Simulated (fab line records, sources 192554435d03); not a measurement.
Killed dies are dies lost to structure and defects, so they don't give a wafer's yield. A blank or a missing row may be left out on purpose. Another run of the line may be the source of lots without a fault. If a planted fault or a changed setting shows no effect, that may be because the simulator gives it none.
fab line records	flow n5-finfet
record: lots: 12	wafers: 36	last-day: 17
route steps=1938 shown BEOL_M9@1458 BEOL_M10@1472 PASSIVATION@1936
lots that met no fault: from a run of the same line without faults
start-h: hours from the record's opening day to when the first of the lot's shown wafers began	wait-h: hours since the lot's step before	" identical to the entry in the row above	L1.1+2: a single row standing in for several wafers	- either no value or no given start	* or withheld: withheld	< > ~ a bound
route shown NAME@n: NAME is a module with steps in the file, n the number in the route of the first one	usual: average and standard deviation across the fault-free wafers	same: alike in all rows	chamber/n: place in a boat	sites: per-site readings	_std_site: their standard deviation	_edge_site: mean of outer sites minus mean of inner sites	radius-mm: for every site, how far away it sits from the centre of the wafer	mask NAME#n: copy n	behind: tool/chamber where the wafer was last shaped	hold: cause of the lot's hold/its duration in hours/its outcome	device: the n, p or np transistor that did not switch	end of line: tests run on the same wafers once the route is complete	a step without rows: its recipe alone	killed: not the wafer's yield, but the dies lost to structure and defects at the first sort	map: a wafer's dies, marking killed ones x, the rest . and places with no die _
set.NAME: the run value of the setting; set.NAME@STEP: its run value at that earlier step	model.NAME: the simulator's own value behind a step, which no gauge read
the route's steps for a sample of lots (tables are steps, rows are wafers)
services: the hour from which a tool's chamber was out of use, counted from the record's first day as start-h (under 0 if before that day), plus the number of hours and why
== steps ==
step: N5_BEOL_M9_ALD_74
recipe: material: TaN	target-thk-a: 20	temp-c: 275	ald-precursor-family: PDMAT	ald-co-reactant: NH3	pressure-torr: 3	carrier-flow-sccm: 1500	pulse-time-s: 2	purge-time-s: 3	co-reactant-purge-time-s: 2	co-reactant-pulse-time-s: 3	ald-cycles: 40	precursor-vessel-temp-c: 75	precursor-vessel-pressure-torr: 26.25	precursor-vessel-carrier-sccm: 1000
usual: heater-power-w: 428/17	precursor-vessel-carrier-sccm: 1000/3.1
lot.wafer	tool	chamber	start-h	wait-h	heater-power-w	precursor-vessel-carrier-sccm
L394.2	ald-metal-04	3	205.61	0.1	437	1003
L394.3	"	2	"	"	396	996
L394.5	"	0	"	"	422	991
L395.1	ald-metal-01	1	215.14	0.0	439	1000
L395.4	"	2	"	"	420	1003
L395.5	"	0	"	"	420	1001
L398.2	ald-metal-03	3	237.27	0.1	422	996
L398.4	"	1	"	"	418	997
L398.6	"	1	"	"	422	1003
L399.1	ald-metal-01	0	250.19	0.1	423	999
L399.2	"	3	"	"	419	995
L399.5	"	0	"	"	418	994
L402.1	ald-metal-01	2	265.29	0.0	430	1001
L402.3	"	3	"	"	428	999
L402.4	"	1	"	"	452	999
L403.2	ald-metal-01	3	272.53	0.0	419	1001
L403.3	"	1	"	"	438	1002
L403.4	"	0	"	"	424	1001
L404.4	ald-metal-04	1	272.83	0.2	431	997
L404.5	"	2	"	"	395	1003
L404.6	"	3	"	"	430	998
L406.1	ald-metal-01	0	277.72	0.0	420	1004
L406.3	"	1	"	"	434	1002
L406.6	"	1	"	"	437	998
L405.2	ald-metal-03	1	284.70	0.0	410	1008
L405.3	"	3	"	"	419	999
L405.4	"	0	"	"	427	998
L414.1	ald-metal-03	1	336.81	0.2	417	1003
L414.4	"	0	"	"	430	997
L414.6	"	3	"	"	411	1001
L413.1	ald-metal-03	0	337.25	0.0	425	1001
L413.4	"	2	"	"	459	1001
L413.6	"	0	"	"	421	1000
L416.1	ald-metal-01	3	340.31	0.2	417	998
L416.2	"	2	"	"	435	997
L416.3	"	1	"	"	432	1000
step: N5_BEOL_M9_DEP_56
recipe: material: SiCN	target-thk-a: 150	temp-c: withheld	precursor: 3MS/NH3	pressure-torr: 3	rf-w: 202	time-s: 26.5
usual: showerhead-plenum-p-Torr: 3.667/0.016	throttle-valve-pct: 9.2/0.57
lot.wafer	tool	chamber	start-h	wait-h	showerhead-plenum-p-Torr	throttle-valve-pct
L394.2	pecvd-02	2	207.69	0.0	3.677	8.7
L394.3	"	0	"	"	3.697	9.8
L394.5	"	2	"	"	3.674	8.7
L395.1	pecvd-02	2	216.71	0.0	3.678	8.7
L395.4	"	1	"	"	3.635	9.6
L395.5	"	2	"	"	3.671	8.8
L398.2	pecvd-04	2	239.72	0.0	3.677	8.3
L398.4	"	0	"	"	3.653	8.7
L398.6	"	1	"	"	3.656	10.1
L399.1	pecvd-04	1	252.30	0.0	3.662	9.4
L399.2	"	0	"	"	3.656	8.8
L399.5	"	0	"	"	3.656	9.0
L402.1	pecvd-01	2	268.64	0.0	3.680	9.1
L402.3	"	1	"	"	3.643	9.2
L402.4	"	0	"	"	3.661	9.5
L403.2	pecvd-04	0	274.17	0.0	3.658	8.4
L403.3	"	1	"	"	3.655	9.8
L403.4	"	1	"	"	3.665	9.5
L404.4	pecvd-01	0	274.38	0.0	3.655	9.8
L404.5	"	2	"	"	3.683	8.7
L404.6	"	1	"	"	3.653	9.4
L406.1	pecvd-04	1	279.46	0.0	3.675	9.6
L406.3	"	2	"	"	3.685	8.5
L406.6	"	0	"	"	3.648	9.0
L405.2	pecvd-01	0	287.85	0.0	3.648	9.6
L405.3	"	2	"	"	3.682	8.5
L405.4	"	1	"	"	3.654	9.1
L414.1	pecvd-04	0	338.71	0.0	3.655	8.7
L414.4	"	0	"	"	3.653	8.9
L414.6	"	2	"	"	3.674	8.5
L413.1	pecvd-01	1	340.60	0.0	3.641	9.3
L413.4	"	1	"	"	3.654	9.4
L413.6	"	2	"	"	3.685	8.6
L416.1	pecvd-02	1	341.90	0.0	3.646	9.6
L416.2	"	2	"	"	3.672	9.4
L416.3	"	0	"	"	3.694	10.1
step: N5_BEOL_M10_THK_MEAS_01
recipe: reads: SiCOH_lowk_of_BEOL_M10_ILD_DEP_00
usual: M10_ILD_THK: 268/3.5
lot.wafer	tool	chamber	start-h	wait-h	M10_ILD_THK[nm]
L394.2	film-metro-01	-	208.45	0.4	264
L394.3	"	-	"	"	272
L394.5	"	-	"	"	269
L395.1	film-metro-02	-	217.43	0.4	266
L395.4	"	-	"	"	270
L395.5	"	-	"	"	265
L398.2	film-metro-02	-	240.93	0.7	261
L398.4	"	-	"	"	269
L398.6	"	-	"	"	267
L399.1	film-metro-02	-	253.04	0.4	262
L399.2	"	-	"	"	266
L399.5	"	-	"	"	272
L402.1	film-metro-02	-	269.40	0.4	265
L402.3	"	-	"	"	269
L402.4	"	-	"	"	272
L403.2	film-metro-02	-	274.90	0.4	269
L403.3	"	-	"	"	266
L403.4	"	-	"	"	274
L404.4	film-metro-02	-	275.09	0.2	270
L404.5	"	-	"	"	275
L404.6	"	-	"	"	272
L406.1	film-metro-02	-	280.51	0.4	264
L406.3	"	-	"	"	266
L406.6	"	-	"	"	269
L405.2	film-metro-01	-	288.58	0.4	268
L405.3	"	-	"	"	268
L405.4	"	-	"	"	273
L414.1	film-metro-02	-	339.67	0.4	269
L414.4	"	-	"	"	273
L414.6	"	-	"	"	267
L413.1	film-metro-01	-	341.33	0.4	267
L413.4	"	-	"	"	269
L413.6	"	-	"	"	274
L416.1	film-metro-01	-	342.62	0.4	266
L416.2	"	-	"	"	263
L416.3	"	-	"	"	270
step: N5_BEOL_M10_COAT_59
recipe: resist: SOC	temp-c: 250	time-s: 60	spin-rpm: 1500	resist-thk-nm: 100
usual: plate-temp-C: 249.98/0.18	spin-speed-rpm: 1500.0/1
lot.wafer	tool	chamber	start-h	wait-h	plate-temp-C	spin-speed-rpm
L394.2	litho-track-04	0	208.86	0.1	249.86	1500.0
L394.3	"	0	"	"	249.80	1498.9
L394.5	"	0	"	"	249.89	1499.5
L395.1	litho-track-05	0	220.46	0.1	250.05	1501.2
L395.4	"	0	"	"	249.99	1500.3
L395.5	"	0	"	"	250.15	1498.1
L398.2	litho-track-04	0	242.01	0.1	249.82	1499.2
L398.4	"	0	"	"	250.09	1498.9
L398.6	"	0	"	"	249.66	1500.1
L399.1	litho-track-04	0	253.81	0.1	250.04	1499.2
L399.2	"	0	"	"	249.75	1500.4
L399.5	"	0	"	"	250.15	1498.9
L402.1	litho-track-04	0	269.76	0.1	249.99	1498.5
L402.3	"	0	"	"	250.14	1499.3
L402.4	"	0	"	"	249.75	1500.4
L403.2	litho-track-04	0	277.48	0.1	249.70	1706.8
L403.3	"	0	"	"	249.78	1706.6
L403.4	"	0	"	"	249.91	1705.3
L404.4	litho-track-01	0	277.55	0.1	250.19	1499.9
L404.5	"	0	"	"	250.08	1501.1
L404.6	"	0	"	"	250.07	1497.3
L406.1	litho-track-04	0	280.77	0.1	250.04	1704.6
L406.3	"	0	"	"	249.78	1703.8
L406.6	"	0	"	"	250.11	1704.6
L405.2	litho-track-05	0	290.03	0.1	249.72	1499.8
L405.3	"	0	"	"	249.82	1500.1
L405.4	"	0	"	"	250.03	1500.5
L414.1	litho-track-01	0	340.16	0.1	250.53	1500.0
L414.4	"	0	"	"	250.34	1499.8
L414.6	"	0	"	"	250.11	1501.0
L413.1	litho-track-05	0	343.58	0.1	249.94	1501.2
L413.4	"	0	"	"	250.10	1500.4
L413.6	"	0	"	"	249.69	1500.8
L416.1	litho-track-01	0	344.24	0.1	249.87	1502.4
L416.2	"	0	"	"	249.81	1499.3
L416.3	"	0	"	"	250.02	1499.6
step: N5_PASSIVATION_PROBE_49
usual: defect-limited-yield: 91.4/1.5	killed_at_M0_to_M3: 34/9.7	killed_at_M4_up: 14/5.7	killed-at-contacts: 12/5.9	killed-at-front-end: 37/10	killed-at-other: 5/4.7	killed-dies: 102/18	killed-open: 65/12	killed-short: 34/8.8	sort_bin_4_leakage: 0.03/0.14	sort_bin_5_function: 5.0/0.96	sort_bin_6_memory: 3.3/0.7	sort_bin_8_speed: 0.03/0.19	sort-n-pass: 1077/18
same: gross-dies: 1180	killed-at-back-side: 0
lot.wafer	tool	chamber	start-h	wait-h	defect-limited-yield[%]	killed_at_M0_to_M3	killed_at_M4_up	killed-at-contacts	killed-at-front-end	killed-at-other	killed-dies	killed-open	killed-short	sort_bin_4_leakage[%]	sort_bin_5_function[%]	sort_bin_6_memory[%]	sort_bin_8_speed[%]	sort-n-pass
L394.2	prober-01	-	265.50	0.1	90.3	30	17	7	36	25	115	80	34	0	6.5	2.7	0	1065
L394.3	prober-01	-	265.55	0.1	92.1	30	16	8	29	10	93	57	35	0	3.9	3.6	0	1087
L394.5	prober-01	-	265.65	0.2	90.1	41	13	9	45	9	117	91	26	0	5.8	3.8	0	1063
L395.1	prober-02	-	274.54	0.0	90.7	36	15	12	42	5	110	69	41	0	5.1	3.8	0	1070
L395.4	prober-02	-	274.69	0.2	91.5	45	8	4	42	1	100	46	54	0	5.1	2.9	0	1080
L395.5	prober-02	-	274.74	0.2	89.7	41	16	10	50	5	122	80	42	0	6.5	3.6	0	1058
L398.2	prober-02	-	293.89	0.1	91.8	30	5	21	32	9	97	63	34	0	4.5	3.3	0	1083
L398.4	prober-02	-	293.99	0.2	92.1	17	10	21	38	7	93	52	40	0	4.6	3.1	0	1087
L398.6	prober-02	-	294.09	0.3	91.0	30	8	8	55	5	106	67	38	1.02	5.6	3.1	0	1062
L399.1	prober-02	-	310.42	0.0	92.7	23	18	8	26	11	86	58	28	0	4.4	2.7	0	1094
L399.2	prober-02	-	310.47	0.1	89.0	33	26	13	50	8	130	83	40	0	6.9	3.6	0	1050
L399.5	prober-02	-	310.62	0.2	91.4	17	11	17	44	13	102	57	44	0	5.4	3.0	0	1078
L402.1	prober-01	-	321.11	0.0	93.7	29	3	11	31	0	74	45	26	0	4.2	1.6	0	1106
L402.3	prober-01	-	321.21	0.1	92.9	33	16	9	25	1	84	46	38	0	3.2	3.4	0	1096
L402.4	prober-01	-	321.26	0.2	94.4	27	10	10	16	3	66	40	26	0	3.6	1.9	0	1114
L404.4	prober-01	-	333.91	0.2	90.4	47	17	3	41	5	113	72	33	0	5.3	3.3	0	1067
L404.5	prober-01	-	333.96	0.2	91.4	25	16	9	45	6	101	65	34	0	4.7	3.6	0	1079
L404.6	prober-01	-	334.01	0.3	90.0	36	16	8	49	9	118	71	46	0	6.2	3.5	0	1062
L403.2	prober-02	-	335.24	0.1	90.5	34	12	8	43	15	112	57	54	0	5.5	3.5	0.08	1068
L403.3	prober-02	-	335.29	0.1	91.4	26	14	12	37	12	101	63	38	0	5.2	3.1	0	1079
L403.4	prober-02	-	335.34	0.2	91.2	33	11	6	37	17	104	67	36	0	5.2	3.3	0	1076
L406.1	prober-02	-	339.75	0.0	93.6	23	21	6	25	0	75	46	28	0.59	4.0	2.0	0	1098
L406.3	prober-02	-	339.85	0.1	92.9	23	12	7	38	4	84	58	24	0	4.7	2.3	0	1096
L406.6	prober-02	-	340.00	0.3	92.5	34	9	7	34	4	88	56	31	0	4.2	3.0	0	1092
L405.2	prober-01	-	345.56	0.1	90.7	37	7	9	51	6	110	75	35	0	5.5	3.5	0	1070
L405.3	prober-01	-	345.61	0.1	90.1	33	13	9	59	3	117	75	42	0	5.3	4.2	0	1063
L405.4	prober-01	-	345.66	0.2	92.0	29	19	12	32	2	94	62	30	0	5.3	2.5	0	1086
L414.1	prober-01	-	399.58	0.0	90.1	56	13	10	34	4	117	71	38	0	5.1	3.9	0	1063
L414.4	prober-01	-	399.73	0.2	91.2	44	9	10	41	0	104	56	47	0	5.2	3.3	0	1076
L414.6	prober-01	-	399.83	0.3	88.5	54	10	19	49	4	136	85	47	0	6.4	4.2	0	1044
L416.1	prober-01	-	401.29	0.0	91.8	36	15	14	28	4	97	64	30	0	5.2	2.6	0	1083
L416.2	prober-01	-	401.34	0.1	92.2	29	9	10	35	9	92	53	30	0	5.3	1.9	0	1088
L416.3	prober-01	-	401.39	0.1	92.8	29	7	10	36	3	85	37	41	0	3.9	2.6	0	1095
L413.1	prober-02	-	406.87	0.0	91.5	33	13	13	40	1	100	66	26	0	4.8	3.1	0	1080
L413.4	prober-02	-	407.02	0.2	92.0	27	20	16	30	1	94	54	35	0	4.7	2.8	0.17	1086
L413.6	prober-02	-	407.12	0.3	93.0	23	16	8	35	1	83	59	23	0	3.6	3.3	0	1097
killed by level:class
L394.2 BEOL_M3:geometric-particle:open=13 STI_FIN_REVEAL:geometric-particle:open=10 MIM_TOP_ETCH:geometric-particle:open=10 BEOL_M4:geometric-particle:open=9 GATE_CUT:geometric-particle:short=6 MOL_CONTACT_COAG:geometric-particle:open=6 PAD_METAL:geometric-particle:open=5 STARTING-WAFER:geometric-particle:open=5
L394.3 BEOL_M3:geometric-particle:open=10 DUMMY_GATE:geometric-particle:open=5 MOL_CONTACT_COAG:geometric-particle:short=5 BEOL_M4:geometric-particle:open=5 STI_FIN_REVEAL:geometric-particle:open=4 BEOL_M0_SAQP:geometric-particle:short=4 BEOL_M0_SAQP:geometric-particle:open=4 BEOL_M1:geometric-particle:open=4
L394.5 STI_FIN_REVEAL:geometric-particle:open=13 BEOL_M0_SAQP:geometric-particle:open=11 BEOL_M3:geometric-particle:open=10 DUMMY_GATE:geometric-particle:open=8 FIN_SAQP:geometric-particle:open=6 BEOL_M4:geometric-particle:open=6 MOL_CONTACT_COAG:geometric-particle:open=6 BEOL_M1:geometric-particle:open=6
L395.1 FIN_SAQP:geometric-particle:open=13 BEOL_M4:geometric-particle:open=10 MOL_CONTACT_COAG:geometric-particle:open=10 FIN_SAQP:geometric-particle:short=8 BEOL_M1:geometric-particle:open=7 BEOL_M0_SAQP:geometric-particle:short=6 BEOL_M0_SAQP:geometric-particle:open=5 BEOL_M1:geometric-particle:short=5
L395.4 FIN_SAQP:geometric-particle:short=23 BEOL_M1:geometric-particle:open=9 FIN_SAQP:geometric-particle:open=8 BEOL_M0_SAQP:geometric-particle:short=8 BEOL_M0_SAQP:geometric-particle:open=7 BEOL_M3:geometric-particle:open=7 BEOL_M3:geometric-particle:short=4 MOL_CONTACT_COAG:geometric-particle:open=3
L395.5 FIN_SAQP:geometric-particle:open=12 FIN_SAQP:geometric-particle:short=11 MOL_CONTACT_COAG:geometric-particle:open=8 BEOL_M0_SAQP:geometric-particle:open=8 BEOL_M4:geometric-particle:open=8 GATE_CUT:geometric-particle:open=7 BEOL_M0_SAQP:geometric-particle:short=7 BEOL_M3:geometric-particle:open=6
L398.2 MOL_CONTACT_COAG:geometric-particle:open=19 STI_FIN_REVEAL:geometric-particle:open=11 FIN_SAQP:geometric-particle:short=7 BEOL_M0_SAQP:geometric-particle:open=7 BEOL_M0_SAQP:geometric-particle:short=7 BEOL_M1:geometric-particle:open=5 BEOL_M1:geometric-particle:short=5 PAD_METAL:geometric-particle:short=4
L398.4 MOL_CONTACT_COAG:geometric-particle:open=14 FIN_SAQP:geometric-particle:short=9 STI_FIN_REVEAL:geometric-particle:open=9 MOL_CONTACT_COAG:geometric-particle:short=7 FIN_SAQP:geometric-particle:open=5 STI_FIN_REVEAL:geometric-particle:short=5 BEOL_M0_SAQP:geometric-particle:short=5 BEOL_M2:geometric-particle:open=4
L398.6 STI_FIN_REVEAL:geometric-particle:open=21 BEOL_M1:geometric-particle:open=13 FIN_SAQP:geometric-particle:short=10 MOL_CONTACT_COAG:geometric-particle:open=5 STI_FIN_REVEAL:geometric-particle:short=4 ILD0:geometric-particle:short=4 GATE_CUT:geometric-particle:short=4 BEOL_M0_SAQP:geometric-particle:open=4
L399.1 BEOL_M4:geometric-particle:open=9 MOL_CONTACT_COAG:geometric-particle:open=8 DUMMY_GATE:geometric-particle:open=7 BEOL_M0_SAQP:geometric-particle:short=5 FIN_SAQP:geometric-particle:open=4 STI_FIN_REVEAL:geometric-particle:open=4 BEOL_M0_SAQP:geometric-particle:open=4 BEOL_M1:geometric-particle:open=4
L399.2 MOL_CONTACT_COAG:geometric-particle:open=13 BEOL_M4:geometric-particle:open=11 FIN_SAQP:geometric-particle:open=10 DUMMY_GATE:geometric-particle:open=7 BEOL_M0_SAQP:geometric-particle:short=7 BEOL_M2:geometric-particle:open=7 BEOL_M3:geometric-particle:open=7 BEOL_M0_SAQP:geometric-particle:open=6
L399.5 STI_FIN_REVEAL:geometric-particle:open=10 FIN_SAQP:geometric-particle:short=9 FIN_SAQP:geometric-particle:open=9 MOL_CONTACT_COAG:geometric-particle:open=9 MOL_CONTACT_COAG:geometric-particle:short=8 BEOL_M5:geometric-particle:open=4 BEOL_M3:geometric-particle:open=4 BEOL_M1:geometric-particle:open=4
L402.1 MOL_CONTACT_COAG:geometric-particle:open=9 BEOL_M0_SAQP:geometric-particle:open=8 FIN_SAQP:geometric-particle:open=6 BEOL_M1:geometric-particle:open=5 BEOL_M0_SAQP:geometric-particle:short=5 STI_FIN_REVEAL:geometric-particle:open=4 FIN_SAQP:geometric-particle:short=3 STI_FIN_REVEAL:geometric-particle:short=3
L402.3 BEOL_M0_SAQP:geometric-particle:short=13 FIN_SAQP:geometric-particle:short=10 BEOL_M0_SAQP:geometric-particle:open=9 BEOL_M4:geometric-particle:open=7 MOL_CONTACT_COAG:geometric-particle:open=6 BEOL_M2:geometric-particle:open=6 FIN_SAQP:geometric-particle:open=5 MOL_CONTACT_COAG:geometric-particle:short=3
L402.4 BEOL_M3:geometric-particle:open=9 MOL_CONTACT_COAG:geometric-particle:open=8 FIN_SAQP:geometric-particle:short=7 BEOL_M0_SAQP:geometric-particle:open=5 BEOL_M0_SAQP:geometric-particle:short=4 BEOL_M4:geometric-particle:open=4 BEOL_M1:geometric-particle:open=3 BEOL_M2:geometric-particle:open=3
L404.4 BEOL_M1:geometric-particle:open=20 BEOL_M1:geometric-particle:short=12 FIN_SAQP:geometric-particle:open=11 HKMG_FIN:area-etch=8 STI_FIN_REVEAL:geometric-particle:open=6 STARTING-WAFER:geometric-particle:short=5 BEOL_M0:geometric-particle:open=4 BEOL_M2:geometric-particle:open=4
L404.5 FIN_SAQP:geometric-particle:short=13 FIN_SAQP:geometric-particle:open=13 STI_FIN_REVEAL:geometric-particle:open=8 MOL_CONTACT_COAG:geometric-particle:open=8 BEOL_M0_SAQP:geometric-particle:open=6 BEOL_M3:geometric-particle:open=6 BEOL_M0_SAQP:geometric-particle:short=4 BEOL_M1:geometric-particle:open=4
L404.6 FIN_SAQP:geometric-particle:open=13 FIN_SAQP:geometric-particle:short=11 BEOL_M1:geometric-particle:open=9 MOL_CONTACT_COAG:geometric-particle:open=8 BEOL_M1:geometric-particle:short=7 BEOL_M0_SAQP:geometric-particle:short=6 STARTING-WAFER:geometric-particle:short=5 GATE_CUT:geometric-particle:short=5
L403.2 FIN_SAQP:geometric-particle:open=11 FIN_SAQP:geometric-particle:short=11 BEOL_M0_SAQP:geometric-particle:short=9 STI_FIN_REVEAL:geometric-particle:open=7 MOL_CONTACT_COAG:geometric-particle:open=6 BEOL_M0_SAQP:geometric-particle:open=6 BEOL_M4:geometric-particle:open=5 PAD_METAL:geometric-particle:short=5
L403.3 FIN_SAQP:geometric-particle:short=11 STI_FIN_REVEAL:geometric-particle:open=10 MOL_CONTACT_COAG:geometric-particle:open=10 BEOL_M2:geometric-particle:open=9 FIN_SAQP:geometric-particle:open=8 BEOL_M4:geometric-particle:open=8 BEOL_M0_SAQP:geometric-particle:short=4 MIM_TOP_ETCH:geometric-particle:open=4
L403.4 STI_FIN_REVEAL:geometric-particle:open=13 BEOL_M0_SAQP:geometric-particle:open=9 FIN_SAQP:geometric-particle:open=8 BEOL_M2:geometric-particle:open=7 BEOL_M0_SAQP:geometric-particle:short=7 MOL_CONTACT_COAG:geometric-particle:open=6 BEOL_M1:geometric-particle:open=6 BEOL_M4:geometric-particle:open=6
L406.1 BEOL_M0_SAQP:geometric-particle:short=10 BEOL_M4:geometric-particle:open=10 STI_FIN_REVEAL:geometric-particle:open=5 DUMMY_GATE:geometric-particle:open=5 MOL_CONTACT_COAG:geometric-particle:open=5 BEOL_M0_SAQP:geometric-particle:open=5 GATE_CUT:geometric-particle:short=4 DUMMY_GATE:geometric-particle:short=3
L406.3 BEOL_M0_SAQP:geometric-particle:open=11 STI_FIN_REVEAL:geometric-particle:open=10 BEOL_M4:geometric-particle:open=6 MOL_CONTACT_COAG:geometric-particle:open=5 FIN_SAQP:geometric-particle:short=4 DUMMY_GATE:geometric-particle:open=4 ILD0:geometric-particle:short=4 BEOL_M0_SAQP:geometric-particle:short=4
L406.6 DUMMY_GATE:geometric-particle:open=9 BEOL_M0_SAQP:geometric-particle:short=8 STI_FIN_REVEAL:geometric-particle:open=7 BEOL_M0_SAQP:geometric-particle:open=6 BEOL_M4:geometric-particle:open=6 MOL_CONTACT_COAG:geometric-particle:open=5 BEOL_M1:geometric-particle:open=5 DUMMY_GATE:geometric-particle:short=4
L405.2 BEOL_M2:geometric-particle:open=18 FIN_SAQP:geometric-particle:open=12 FIN_SAQP:geometric-particle:short=10 ILD0:geometric-particle:open=6 BEOL_M3:geometric-particle:open=6 MOL_CONTACT_COAG:geometric-particle:short=5 BEOL_M0_SAQP:geometric-particle:open=5 STARTING-WAFER:geometric-particle:open=5
L405.3 FIN_SAQP:geometric-particle:open=15 FIN_SAQP:geometric-particle:short=15 BEOL_M2:geometric-particle:open=14 STI_FIN_REVEAL:geometric-particle:open=7 BEOL_M3:geometric-particle:open=7 BEOL_M4:geometric-particle:open=7 BEOL_M0_SAQP:geometric-particle:open=5 MOL_CONTACT_COAG:geometric-particle:open=5
L405.4 BEOL_M2:geometric-particle:open=10 BEOL_M0_SAQP:geometric-particle:short=8 MOL_CONTACT_COAG:geometric-particle:open=7 BEOL_M4:geometric-particle:open=7 FIN_SAQP:geometric-particle:open=6 FIN_SAQP:geometric-particle:short=5 MOL_CONTACT_COAG:geometric-particle:short=5 STI_FIN_REVEAL:geometric-particle:open=4
L414.1 BEOL_M0_SAQP:geometric-particle:open=17 BEOL_M0_SAQP:geometric-particle:short=9 BEOL_M2:geometric-particle:open=8 FIN_SAQP:geometric-particle:open=7 MOL_CONTACT_COAG:geometric-particle:open=7 GATE_CUT:geometric-particle:short=6 BEOL_M1:geometric-particle:open=6 BEOL_M3:geometric-particle:open=5
L414.4 BEOL_M0_SAQP:geometric-particle:open=14 BEOL_M0_SAQP:geometric-particle:short=13 GATE_CUT:geometric-particle:open=9 FIN_SAQP:geometric-particle:short=8 GATE_CUT:geometric-particle:short=7 MOL_CONTACT_COAG:geometric-particle:open=5 MOL_CONTACT_COAG:geometric-particle:short=5 BEOL_M2:geometric-particle:open=4
L414.6 FIN_SAQP:geometric-particle:open=20 BEOL_M0_SAQP:geometric-particle:short=20 MOL_CONTACT_COAG:geometric-particle:open=14 BEOL_M0_SAQP:geometric-particle:open=12 BEOL_M3:geometric-particle:open=8 FIN_SAQP:geometric-particle:short=6 STI_FIN_REVEAL:geometric-particle:open=6 MOL_CONTACT_COAG:geometric-particle:short=5
L416.1 FIN_SAQP:geometric-particle:open=11 MOL_CONTACT_COAG:geometric-particle:open=11 BEOL_M0_SAQP:geometric-particle:open=10 BEOL_M0_SAQP:geometric-particle:short=10 BEOL_M2:geometric-particle:open=4 BEOL_M7:geometric-particle:open=4 FIN_SAQP:geometric-particle:short=3 BEOL_M3:geometric-particle:open=3
L416.2 BEOL_M0_SAQP:geometric-particle:open=8 FIN_SAQP:geometric-particle:open=6 MOL_CONTACT_COAG:geometric-particle:open=6 BEOL_M2:geometric-particle:open=6 MIM_TOP_ETCH:geometric-particle:short=5 BEOL_M0_SAQP:geometric-particle:short=5 FIN_SAQP:geometric-particle:short=4 STI_FIN_REVEAL:geometric-particle:open=4
L416.3 BEOL_M0_SAQP:geometric-particle:short=14 FIN_SAQP:geometric-particle:short=11 FIN_SAQP:geometric-particle:open=8 STI_FIN_REVEAL:geometric-particle:open=7 MOL_CONTACT_COAG:geometric-particle:open=6 BEOL_M0_SAQP:geometric-particle:open=5 GATE_CUT:geometric-particle:short=3 BEOL_M1:geometric-particle:open=3
L413.1 MOL_CONTACT_COAG:geometric-particle:open=10 BEOL_M1:geometric-particle:open=9 FIN_SAQP:geometric-particle:open=8 BEOL_M3:geometric-particle:open=8 FIN_SAQP:geometric-particle:short=7 BEOL_M0_SAQP:geometric-particle:open=6 DUMMY_GATE:geometric-particle:open=4 GATE_CUT:geometric-particle:short=4
L413.4 MOL_CONTACT_COAG:geometric-particle:open=12 FIN_SAQP:geometric-particle:short=8 BEOL_M3:geometric-particle:open=7 FIN_SAQP:geometric-particle:open=6 MOL_CONTACT_COAG:geometric-particle:short=4 BEOL_M1:geometric-particle:open=4 BEOL_M3:geometric-particle:short=3 BEOL_M7:geometric-particle:open=3
L413.6 STI_FIN_REVEAL:geometric-particle:open=8 FIN_SAQP:geometric-particle:open=6 BEOL_M5:geometric-particle:open=6 MOL_CONTACT_COAG:geometric-particle:open=6 BEOL_M1:geometric-particle:open=5 BEOL_M3:geometric-particle:open=5 BEOL_M4:geometric-particle:open=5 STARTING-WAFER:geometric-particle:open=5
== services ==
tool	chamber	start-h	hours	kind
pecvd-01	-	185.91	2.0	repair
ald-metal-03	-	190.57	0.5	repair
pecvd-04	2	202.38	-	clean
pecvd-04	2	202.38	-	consumable-replace:showerhead
pecvd-04	2	202.38	29.0	scheduled-down
pecvd-04	2	202.38	29.0	vent-cycle
pecvd-04	-	208.56	4.8	repair
pecvd-01	1	241.51	5.5	scheduled-down
pecvd-04	-	259.34	2.2	repair
ald-metal-04	0	266.12	24.0	repair
pecvd-04	2	268.49	5.5	scheduled-down
ald-metal-03	1	280.27	1.5	repair
pecvd-04	2	282.32	2.1	scheduled-down
ald-metal-03	1	294.47	13.1	repair
pecvd-02	2	302.19	8.7	repair
ald-metal-01	2	310.88	3.9	repair
pecvd-01	-	312.19	1.5	repair
pecvd-02	-	334.20	1.7	repair
ald-metal-04	-	336.43	8.7	pm
ald-metal-03	-	337.51	14.0	pm
ald-metal-03	0	337.51	14.0	vent-cycle
ald-metal-03	1	337.51	14.0	vent-cycle
ald-metal-03	2	337.51	14.0	vent-cycle
ald-metal-03	3	337.51	14.0	vent-cycle
== key ==
first-sign: step: N5_BEOL_M10_COAT_59	reading: spin-speed-rpm	direction: up	sigmas: 99+	usual: *	struck: *
effect none on later readings
met-at N5_BEOL_M10_COAT_59
struck-lots L403,L406
not-acting-at N5_BEOL_M9_ALD_74,N5_BEOL_M9_DEP_56,N5_BEOL_M10_THK_MEAS_01
onset-between 269.76 277.48
fault: kind: process-parameter-drift	tool: litho-track-04	chamber: -	onset-h: 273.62	steps: N5_BEOL_M10_COAT_59	channel: spin-rpm	offset: *	shape: step	end-h: 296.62	acts-in: *	stated: *
